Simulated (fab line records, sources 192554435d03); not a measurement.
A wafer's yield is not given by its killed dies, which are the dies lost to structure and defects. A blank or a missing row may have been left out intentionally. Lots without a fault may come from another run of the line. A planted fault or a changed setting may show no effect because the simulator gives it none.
Matching of chambers / flow n5-finfet / N5_BEOL_M14_DESCUM_33 on rie-diel-05 has 4 sister chambers
The step chemistry O2, time 7.9 s. 24 wafers are shown with their chamber, then 12 later ones without.

== WAFERS, EACH WITH ITS CHAMBER ==
wafer=L079.1; chamber=0; throttle-valve-pct (%)=20.2; showerhead-plenum-p-Torr (Torr)=2.01; drypump-motor-current-A (A)=5.3
wafer=L079.2; chamber=1; throttle-valve-pct (%)=19.8; showerhead-plenum-p-Torr (Torr)=2.04; drypump-motor-current-A (A)=4.8
wafer=L079.3; chamber=3; throttle-valve-pct (%)=20.1; showerhead-plenum-p-Torr (Torr)=2.06; drypump-motor-current-A (A)=5.4
wafer=L079.4; chamber=2; throttle-valve-pct (%)=20.4; showerhead-plenum-p-Torr (Torr)=2.09; drypump-motor-current-A (A)=5.6
wafer=L079.5; chamber=0; throttle-valve-pct (%)=20.2; showerhead-plenum-p-Torr (Torr)=2.01; drypump-motor-current-A (A)=5.2
wafer=L079.6; chamber=1; throttle-valve-pct (%)=19.8; showerhead-plenum-p-Torr (Torr)=2.04; drypump-motor-current-A (A)=4.8
wafer=L080.3; chamber=1; throttle-valve-pct (%)=19.8; showerhead-plenum-p-Torr (Torr)=2.04; drypump-motor-current-A (A)=4.9
wafer=L080.4; chamber=2; throttle-valve-pct (%)=20.4; showerhead-plenum-p-Torr (Torr)=2.09; drypump-motor-current-A (A)=5.6
wafer=L080.6; chamber=2; throttle-valve-pct (%)=20.4; showerhead-plenum-p-Torr (Torr)=2.09; drypump-motor-current-A (A)=5.6
wafer=L083.2; chamber=2; throttle-valve-pct (%)=20.4; showerhead-plenum-p-Torr (Torr)=2.09; drypump-motor-current-A (A)=5.7
wafer=L083.5; chamber=2; throttle-valve-pct (%)=20.4; showerhead-plenum-p-Torr (Torr)=2.09; drypump-motor-current-A (A)=5.7
wafer=L083.6; chamber=3; throttle-valve-pct (%)=20.1; showerhead-plenum-p-Torr (Torr)=2.06; drypump-motor-current-A (A)=5.4
wafer=L085.1; chamber=3; throttle-valve-pct (%)=20.1; showerhead-plenum-p-Torr (Torr)=2.06; drypump-motor-current-A (A)=5.4
wafer=L085.2; chamber=2; throttle-valve-pct (%)=20.4; showerhead-plenum-p-Torr (Torr)=2.09; drypump-motor-current-A (A)=5.6
wafer=L085.3; chamber=1; throttle-valve-pct (%)=19.8; showerhead-plenum-p-Torr (Torr)=2.04; drypump-motor-current-A (A)=4.9
wafer=L085.4; chamber=0; throttle-valve-pct (%)=20.2; showerhead-plenum-p-Torr (Torr)=2.01; drypump-motor-current-A (A)=5.2
wafer=L085.5; chamber=3; throttle-valve-pct (%)=20.1; showerhead-plenum-p-Torr (Torr)=2.06; drypump-motor-current-A (A)=5.4
wafer=L085.6; chamber=2; throttle-valve-pct (%)=20.4; showerhead-plenum-p-Torr (Torr)=2.09; drypump-motor-current-A (A)=5.6
wafer=L089.1; chamber=0; throttle-valve-pct (%)=20.2; showerhead-plenum-p-Torr (Torr)=2.00; drypump-motor-current-A (A)=5.3
wafer=L089.4; chamber=1; throttle-valve-pct (%)=19.9; showerhead-plenum-p-Torr (Torr)=2.03; drypump-motor-current-A (A)=4.9
wafer=L089.6; chamber=2; throttle-valve-pct (%)=20.4; showerhead-plenum-p-Torr (Torr)=2.09; drypump-motor-current-A (A)=5.7
wafer=L091.2; chamber=0; throttle-valve-pct (%)=20.2; showerhead-plenum-p-Torr (Torr)=2.00; drypump-motor-current-A (A)=5.3
wafer=L091.5; chamber=1; throttle-valve-pct (%)=19.9; showerhead-plenum-p-Torr (Torr)=2.03; drypump-motor-current-A (A)=4.9
wafer=L091.6; chamber=2; throttle-valve-pct (%)=20.4; showerhead-plenum-p-Torr (Torr)=2.08; drypump-motor-current-A (A)=5.6

SIGNATURES (averages over the wafers above)
reading=throttle-valve-pct; chamber 0=20.200; chamber 1=19.833; chamber 2=20.400; chamber 3=20.100; scatter within a chamber=0.0258
reading=showerhead-plenum-p-Torr; chamber 0=2.0060; chamber 1=2.0367; chamber 2=2.0889; chamber 3=2.0600; scatter within a chamber=0.00414
reading=drypump-motor-current-A; chamber 0=5.260; chamber 1=4.867; chamber 2=5.633; chamber 3=5.400; scatter within a chamber=0.0476
Rule: distance of a wafer from a chamber = root of the sum over the readings of ((wafer's reading minus chamber's mean) / reading's scatter) squared. If the next closest chamber is less than 2 further off than the closest, the wafer can't be placed; otherwise it belongs to the closest. The scatter: the root of (the sum of the squares of (reading less its chamber's mean) over the shown wafers, divided by (wafers less chambers)).

== WAFERS WITH NO CHAMBER GIVEN ==
wafer=L092.4; throttle-valve-pct (%)=20.2; showerhead-plenum-p-Torr (Torr)=2.05; drypump-motor-current-A (A)=5.4
wafer=L092.5; throttle-valve-pct (%)=19.9; showerhead-plenum-p-Torr (Torr)=2.03; drypump-motor-current-A (A)=4.8
wafer=L092.6; throttle-valve-pct (%)=20.4; showerhead-plenum-p-Torr (Torr)=2.08; drypump-motor-current-A (A)=5.6
wafer=L095.1; throttle-valve-pct (%)=20.2; showerhead-plenum-p-Torr (Torr)=2.05; drypump-motor-current-A (A)=5.3
wafer=L095.2; throttle-valve-pct (%)=20.4; showerhead-plenum-p-Torr (Torr)=2.08; drypump-motor-current-A (A)=5.6
wafer=L095.3; throttle-valve-pct (%)=19.9; showerhead-plenum-p-Torr (Torr)=2.03; drypump-motor-current-A (A)=4.9
wafer=L095.4; throttle-valve-pct (%)=20.2; showerhead-plenum-p-Torr (Torr)=2.00; drypump-motor-current-A (A)=5.3
wafer=L095.5; throttle-valve-pct (%)=19.9; showerhead-plenum-p-Torr (Torr)=2.03; drypump-motor-current-A (A)=4.9
wafer=L095.6; throttle-valve-pct (%)=20.4; showerhead-plenum-p-Torr (Torr)=2.08; drypump-motor-current-A (A)=5.6
wafer=L096.3; throttle-valve-pct (%)=20.2; showerhead-plenum-p-Torr (Torr)=2.05; drypump-motor-current-A (A)=5.4
wafer=L096.4; throttle-valve-pct (%)=19.9; showerhead-plenum-p-Torr (Torr)=2.03; drypump-motor-current-A (A)=4.8
wafer=L096.6; throttle-valve-pct (%)=20.2; showerhead-plenum-p-Torr (Torr)=2.00; drypump-motor-current-A (A)=5.3

== WHICH CHAMBER EACH ONE RAN IN ==
wafer=L092.4; from the rows above=3; in truth=3
wafer=L092.5; from the rows above=1; in truth=1
wafer=L092.6; from the rows above=2; in truth=2
wafer=L095.1; from the rows above=3; in truth=3
wafer=L095.2; from the rows above=2; in truth=2
wafer=L095.3; from the rows above=1; in truth=1
wafer=L095.4; from the rows above=0; in truth=0
wafer=L095.5; from the rows above=1; in truth=1
wafer=L095.6; from the rows above=2; in truth=2
wafer=L096.3; from the rows above=3; in truth=3
wafer=L096.4; from the rows above=1; in truth=1
wafer=L096.6; from the rows above=0; in truth=0
Correctly placed: 12 of 12. Not placeable from these rows: 0. Wrongly placed: 0.
